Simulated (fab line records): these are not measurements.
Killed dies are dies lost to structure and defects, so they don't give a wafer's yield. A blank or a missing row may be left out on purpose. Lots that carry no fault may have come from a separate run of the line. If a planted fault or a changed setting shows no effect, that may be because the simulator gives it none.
fab line records | flow n5_finfet | part 2 of 2: steps 20 to 25 of 25
[record] lots = 5 wafers = 15 last_day = 14
route steps=1938 shown BEOL_M11@1554
lots that met no fault: from a run of the same line without faults
start_h: hours from the record's opening day to when the first of the lot's shown wafers began | wait_h: hours since the lot's step before | " the same as in the row above | L1.1+2: several wafers, shown together as one row | - either no value or no given start | * or withheld: withheld | < > ~ a bound
route shown NAME@n: a module of which the file shows steps, and the number in the route of the first | usual: average and standard deviation across the fault-free wafers | same: alike in all rows | chamber/n: place in a boat | sites: readings site by site | _std_site: standard deviation of those values | _edge_site: inner sites' mean taken away from outer sites' mean | radius_mm: how far each site lies from the wafer's centre | mask NAME#n: copy n | behind: the tool/chamber that last shaped the wafer | hold: why the lot went on hold/how many hours it stayed there/how the hold came to an end | device: the transistor (n, p or np) that didn't switch | end of line: the tests these same wafers got at the end of their route | a step without rows: its recipe alone | killed: dies lost to structure and defects at the first sort, not the wafer's yield | map: a wafer's dies, marking killed ones x, the rest . and places with no die _
set.NAME: the setting that was run; set.NAME@STEP: the one run at that earlier step | model.NAME: the simulator's own value behind a step, which no gauge read
lots at selected steps of the route; one table per step, one row per wafer
services: from which hour (start_h, from the record's first day; less than 0 if before it) a tool's chamber was out of use, for how many hours, and why
[[steps]]
[step N5_BEOL_M11_ETCH_66]
[recipe] chemistry = N2/H2 target = SOC target_depth_a = 1200 overetch_a = 240 mask_material = SiARC temp_c = 40 time_s = 180 ion_energy_ev = 200 pressure_mtorr = 30 source_w = 840 bias_w = 150 n2_flow_sccm = 200 h2_flow_sccm = 200
[usual] drypump_motor_current_A = 5.7/0.38 h2_flow_sccm = 200.0/0.62 oes_product_au = 0.61/0.067 rf_vpp_V = 523.4/2.3 showerhead_plenum_p_Torr = 2.52/0.074 throttle_valve_pct = 17.9/0.33
// columns lot.wafer tool chamber start_h wait_h drypump_motor_current_A h2_flow_sccm oes_product_au rf_hours_counter_h rf_vpp_V showerhead_plenum_p_Torr throttle_valve_pct
L074.2 rie_diel-03 0 216.62 0.0 5.7 199.9 0.59 197 526.4 2.63 17.8
L074.4 " 1 " " 6.3 200.9 0.61 180 525.4 2.63 18.2
L074.6 " 0 " " 5.7 200.3 0.59 - 527.9 2.63 17.8
L076.1 rie_diel-02 3 232.08 0.0 5.4 199.9 0.64 105 523.4 2.55 17.4
L076.3 " 1 " " 5.7 199.1 0.72 38 521.5 2.48 17.5
L076.5 " 0 " " 6.3 200.7 0.57 - 522.2 2.54 18.5
L077.3 rie_diel-02 0 241.78 0.0 6.2 200.1 0.58 217 522.8 2.54 18.5
L077.4 " 2 " " 5.1 200.8 0.55 218 522.0 2.52 18.0
L077.5 " 1 " " 5.7 200.5 0.72 - 521.3 2.48 17.5
L082.2 rie_diel-02 1 278.78 0.0 5.8 199.9 0.71 55 522.4 2.47 17.6
L082.4 " 2 " " 5.1 199.8 0.54 - 523.3 2.51 18.0
L082.6 " 1 " " 5.8 199.5 0.70 - 522.5 2.47 17.5
L085.3 rie_diel-03 0 285.80 0.0 5.7 199.6 0.58 214 525.2 2.62 17.9
L085.4 " 2 " " 6.0 201.1 0.75 21 527.9 2.68 17.7
L085.5 " 1 " " 6.2 199.0 0.60 - 528.3 2.63 18.2
[step N5_BEOL_M11_STRIP_69]
[recipe] chemistry = N2/H2 temp_c = 40 n2_flow_sccm = 200 h2_flow_sccm = 200 rf_frequency_hz = 6e+07
// columns lot.wafer tool chamber start_h wait_h
L074.2+4+6 rie_diel-03 0,1,0 216.73 0.1
L076.1+3+5 rie_diel-02 3,1,0 232.19 0.1
L077.3+4+5 rie_diel-02 0,2,1 241.89 0.1
L082.2+4+6 rie_diel-02 1,2,1 278.90 0.1
L085.3+4+5 rie_diel-03 0,2,1 285.91 0.1
[step N5_BEOL_M11_VIA_ETCH_34]
[recipe] chemistry = C4F6/O2 target = SiCOH_lowk target_depth_a = 1845 mask_material = SOC taper_deg = 4 time_s = 69.2 ion_energy_ev = 250 pressure_mtorr = 30 source_w = 345 bias_w = 185 Ar_flow_sccm = 300 C4F6_flow_sccm = 10 O2_flow_sccm = 10
[usual] drypump_motor_current_A = 5.7/0.38 oes_product_au = 0.76/0.091 rf_vpp_V = 667/22 showerhead_plenum_p_Torr = 2.83/0.082 throttle_valve_pct = 21.0/0.31
// columns lot.wafer tool chamber start_h wait_h drypump_motor_current_A oes_product_au rf_hours_counter_h rf_vpp_V showerhead_plenum_p_Torr throttle_valve_pct
L074.2 rie_diel-03 0 216.74 0.0 5.7 0.72 197 700 2.91 20.9
L074.4 " 1 " " 6.2 0.75 180 673 2.95 21.3
L074.6 " 0 " " 5.7 0.72 - 700 2.91 20.9
L076.1 rie_diel-02 3 232.20 0.0 5.3 0.78 105 670 2.87 20.5
L076.3 " 1 " " 5.8 0.90 38 677 2.79 20.7
L076.5 " 0 " " 6.2 0.72 - 635 2.85 21.5
L077.3 rie_diel-02 0 241.90 0.0 6.3 0.70 217 634 2.85 21.5
L077.4 " 2 " " 5.1 0.69 218 670 2.80 21.1
L077.5 " 1 " " 5.8 0.89 - 675 2.78 20.7
L082.2 rie_diel-02 1 278.91 0.0 5.7 0.88 55 675 2.78 20.7
L082.4 " 2 " " 5.1 0.67 - 670 2.80 21.1
L082.6 " 1 " " 5.8 0.87 - 676 2.78 20.7
L085.3 rie_diel-03 0 285.92 0.0 5.7 0.70 214 700 2.91 20.9
L085.4 " 2 " " 6.0 0.95 21 669 3.00 20.9
L085.5 " 1 " " 6.3 0.73 - 671 2.94 21.3
[step N5_BEOL_M11_STRIP_73]
[recipe] chemistry = C4F6/O2 resist = SiARC rf_frequency_hz = 6e+07
// columns lot.wafer tool chamber start_h wait_h
L074.2+4+6 rie_diel-03 0,1,0 216.79 0.0
L076.1+3+5 rie_diel-02 3,1,0 232.25 0.0
L077.3+4+5 rie_diel-02 0,2,1 241.95 0.0
L082.2+4+6 rie_diel-02 1,2,1 278.96 0.0
L085.3+4+5 rie_diel-03 0,2,1 285.98 0.0
[step N5_BEOL_M11_STRIP_36]
[recipe] chemistry = N2/H2 power_w = 450 temp_c = 40 pressure_mtorr = 20 rf_frequency_hz = 6e+07 overash_fraction = 0.3 bias_power_w = 7 h2_frac = 0.5 n2_flow_sccm = 200 h2_flow_sccm = 200
[usual] drypump_motor_current_A = 5.7/0.37 h2_flow_sccm = 200.1/0.62 oes_product_au = 0.76/0.09 rf_vpp_V = 59.1/2 showerhead_plenum_p_Torr = 2.52/0.074 throttle_valve_pct = 23.7/0.47
// columns lot.wafer tool chamber start_h wait_h drypump_motor_current_A h2_flow_sccm oes_product_au rf_hours_counter_h rf_vpp_V showerhead_plenum_p_Torr throttle_valve_pct
L074.2 rie_diel-03 0 216.80 0.0 5.7 199.5 0.71 197 60.0 2.62 23.5
L074.4 " 1 " " 6.3 200.3 0.74 180 54.9 2.63 24.1
L074.6 " 0 " " 5.7 201.1 0.72 - 60.8 2.63 23.5
L076.1 rie_diel-02 3 232.26 0.0 5.3 200.0 0.80 105 59.4 2.55 23.2
L076.3 " 1 " " 5.7 200.6 0.90 38 60.7 2.47 23.3
L076.5 " 0 " " 6.3 199.8 0.72 - 65.6 2.54 24.8
L077.3 rie_diel-02 0 241.96 0.0 6.3 200.1 0.71 217 59.0 2.54 24.7
L077.4 " 2 " " 5.2 199.7 0.68 218 59.2 2.51 23.6
L077.5 " 1 " " 5.8 201.2 0.90 - 58.8 2.47 23.3
L082.2 rie_diel-02 1 278.97 0.0 5.8 200.0 0.88 55 60.8 2.47 23.3
L082.4 " 2 " " 5.1 199.0 0.67 - 59.5 2.51 23.6
L082.6 " 1 " " 5.8 200.6 0.87 - 58.2 2.47 23.3
L085.3 rie_diel-03 0 285.99 0.0 5.7 200.0 0.71 214 58.8 2.62 23.5
L085.4 " 2 " " 6.0 199.8 0.95 21 62.4 2.67 23.5
L085.5 " 1 " " 6.3 200.4 0.72 - 61.0 2.62 24.1
[step N5_BEOL_M11_TRENCH_ETCH_37]
[recipe] chemistry = C4F6/O2 target_depth_a = 1488.3 target = SiCOH_lowk time_s = 48 ion_energy_ev = 250 pressure_mtorr = 30 source_w = 345 bias_w = 185 Ar_flow_sccm = 300 C4F6_flow_sccm = 10 O2_flow_sccm = 10
[usual] drypump_motor_current_A = 5.7/0.37 oes_product_au = 0.76/0.09 rf_vpp_V = 667/22 showerhead_plenum_p_Torr = 2.83/0.082 throttle_valve_pct = 21.0/0.31
// columns lot.wafer tool chamber start_h wait_h drypump_motor_current_A oes_product_au rf_hours_counter_h rf_vpp_V showerhead_plenum_p_Torr throttle_valve_pct
L074.2 rie_diel-03 0 - - 5.7 0.71 197 700 2.91 20.9
L074.4 " 1 " " 6.2 0.75 180 674 2.95 21.4
L074.6 " 0 " " 5.7 0.71 - 699 2.91 20.9
L076.1 rie_diel-02 3 - - 5.3 0.79 105 669 2.87 20.6
L076.3 " 1 " " 5.8 0.89 38 676 2.79 20.7
L076.5 " 0 " " 6.3 0.70 - 635 2.85 21.5
L077.3 rie_diel-02 0 - - 6.3 0.70 217 633 2.85 21.5
L077.4 " 2 " " 5.1 0.69 218 671 2.80 21.1
L077.5 " 1 " " 5.8 0.88 - 674 2.78 20.7
L082.2 rie_diel-02 1 - - 5.8 0.87 55 676 2.78 20.8
L082.4 " 2 " " 5.1 0.67 - 670 2.80 21.1
L082.6 " 1 " " 5.8 0.87 - 675 2.78 20.8
L085.3 rie_diel-03 0 - - 5.7 0.69 214 699 2.91 20.9
L085.4 " 2 " " 6.0 0.94 21 668 3.00 20.9
L085.5 " 1 " " 6.3 0.73 - 673 2.94 21.4
[[services]]
// columns tool chamber start_h hours kind
arfi_scanner-03 0 206.03 - calibration
arfi_scanner-01 0 208.67 - calibration
arfi_scanner-02 - 214.37 0.8 pm
arfi_scanner-03 - 227.60 1.0 pm
rie_diel-03 - 234.90 15.6 pm
arfi_scanner-02 - 248.51 1.0 pm
arfi_scanner-02 0 255.11 - calibration
rie_metal-01 0 255.82 10.7 repair
litho_track-04 - 263.48 - consumable_replace:filter
arfi_scanner-03 - 268.88 4.9 pm
rie_diel-01 0 270.83 - clean
rie_diel-01 0 270.83 - consumable_replace:focus_ring
rie_diel-01 0 270.83 24.0 scheduled_down
rie_diel-01 0 270.83 24.0 vent_cycle
arfi_scanner-01 - 276.38 0.8 pm
arfi_scanner-01 - 278.66 1.3 pm
arfi_scanner-02 - 284.55 1.3 pm
